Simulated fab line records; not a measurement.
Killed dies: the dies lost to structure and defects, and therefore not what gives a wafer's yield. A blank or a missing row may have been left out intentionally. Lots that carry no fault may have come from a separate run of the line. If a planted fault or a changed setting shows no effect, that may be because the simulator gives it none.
Comparing a struck lot with a sound one	flow nand_harc	15 steps out of a route of 1302
Sound: the wafers L902.1, L902.5, L902.6. Struck: wafer L916.2 (left out: L916.5, a lot-mate that was not struck); the cause follows at the end.
At each step with rows: each side's tool, then ch and its chambers, then its first start. Under that, the readings that differ: sound wafers	struck wafers	difference of the means	sigmas: that difference in standard deviations of wafers without a fault.
alike: words and numbers the same on both sides, and readings whose means are apart by under 2 such deviations; not compared: readings that were withheld, readings missing a value for some wafer, numbers with overlapping values and no deviation given by the record, and bounds like >300 which may hide the same value.
Wherever a step has rows on one side only, a row that says differs or no value, or a row with sigmas, the two part there. When numbers do not overlap yet have no deviation, they are printed without sigmas and do not part them. Lack of a reading on every wafer of one side parts them only where that side has two or more wafers.

NHARC_A_CHANNEL_HOLE_D2_STRIP_28: strips in O2.
  sound: rie_diel-12 ch 0,1,3; struck: rie_diel-08 ch 1
reading	sound	struck	difference	sigmas
oes_product_au (a.u.)	1.007 1.002 1.014	0.979	-0.029	-2
  alike: drypump_motor_current_A, rf_vpp_V, showerhead_plenum_p_Torr, throttle_valve_pct
  not compared: rf_hours_counter_h
then, 2 steps without rows for these wafers: NHARC_A_CHANNEL_HOLE_D2_PRECLEAN_29 (cleans in SC1); NHARC_A_CHANNEL_HOLE_D2_SRD_30.
NHARC_A_CHANNEL_HOLE_D2_CD_MEAS_31:
  sound on cd_sem-02, day 15 07:07; struck on cd_sem-02, day 20 15:33
  alike: cd_nm
after that, 1 step had no rows for these wafers: NHARC_A_CHANNEL_HOLE_D2_XSEM_32.
NHARC_A_CHANNEL_HOLE_D2_INSPECT_40:
  sound on defect_inspect-02, day 15 07:18; struck on defect_inspect-01, day 20 15:44
  alike: raw_defect_count
then, 2 steps without rows for these wafers: NHARC_A_CHANNEL_FILL_D2_PRECLEAN_00 (cleans in SC1); NHARC_A_CHANNEL_FILL_D2_SRD_01.
NHARC_A_CHANNEL_FILL_D2_ALD_02: deposits SiO2, target thk 6 nm, pulse time 10 s, ald cycles 60.
  sound on ald_hk-01 ch 0,1,3, day 15 07:43; struck on ald_hk-02 ch 1, day 20 15:55
  alike: heater_power_w, precursor_pulse_height_rel
  not compared: ald_cycles
NHARC_A_CHANNEL_FILL_D2_ALD_03: deposits SiNx, target thk 6 nm, pulse time 60 s, ald cycles 58.
  sound: ald_sin_batch-02 ch 0; struck: ald_sin_batch-03 ch 0
reading	sound	struck	difference	sigmas
chamber_pressure_Torr (Torr)	2.001 2.003 2.010	1.993	-0.012	-3
  alike: precursor_pulse_height_rel
  not compared: ald_cycles
NHARC_A_CHANNEL_FILL_D2_ALD_14: deposits SiO2, target thk 2.5 nm, pulse time 10 s, ald cycles 25.
  sound on ald_hk-01 ch 0,3, day 15 14:36; struck on ald_hk-02 ch 0, day 20 23:01
  alike: heater_power_w, precursor_pulse_height_rel
  not compared: ald_cycles
NHARC_A_CHANNEL_FILL_D2_ALD_15: deposits SiNx, target thk 2 nm, pulse time 60 s, ald cycles 19.
  sound: ald_sin_batch-01 ch 0; struck: ald_sin_batch-03 ch 0
  alike: chamber_pressure_Torr, precursor_pulse_height_rel
  not compared: ald_cycles
NHARC_A_CHANNEL_FILL_D2_ALD_16: deposits SiO2, target thk 1.5 nm, pulse time 10 s, ald cycles 15.
  sound on ald_hk-03 ch 2,3, day 15 19:46; struck on ald_hk-03 ch 3, day 21 04:10
reading	sound	struck	difference	sigmas
ald_cycles	15 15 15	13	-2	
  alike: heater_power_w, precursor_pulse_height_rel
then, 1 step without rows for these wafers: NHARC_A_CHANNEL_FILL_D2_ANNEAL_17 (time 1800 s).
-- break in the record here, with 10 days between the starts of the struck wafers on either side (left off in module A_CHANNEL_FILL_D2, picked up again in module END, where the first step shown is number 1302 on the route) --
NHARC_END_SORT_01:
  here the record holds rows for the struck wafers (prober-01 ch 0, day 31 07:12) but none for the sound ones

WHERE THEY PART
Last at NHARC_END_SORT_01 as far as this record goes, first at NHARC_A_CHANNEL_HOLE_D2_STRIP_28.

WHY: what had been put in by the simulator
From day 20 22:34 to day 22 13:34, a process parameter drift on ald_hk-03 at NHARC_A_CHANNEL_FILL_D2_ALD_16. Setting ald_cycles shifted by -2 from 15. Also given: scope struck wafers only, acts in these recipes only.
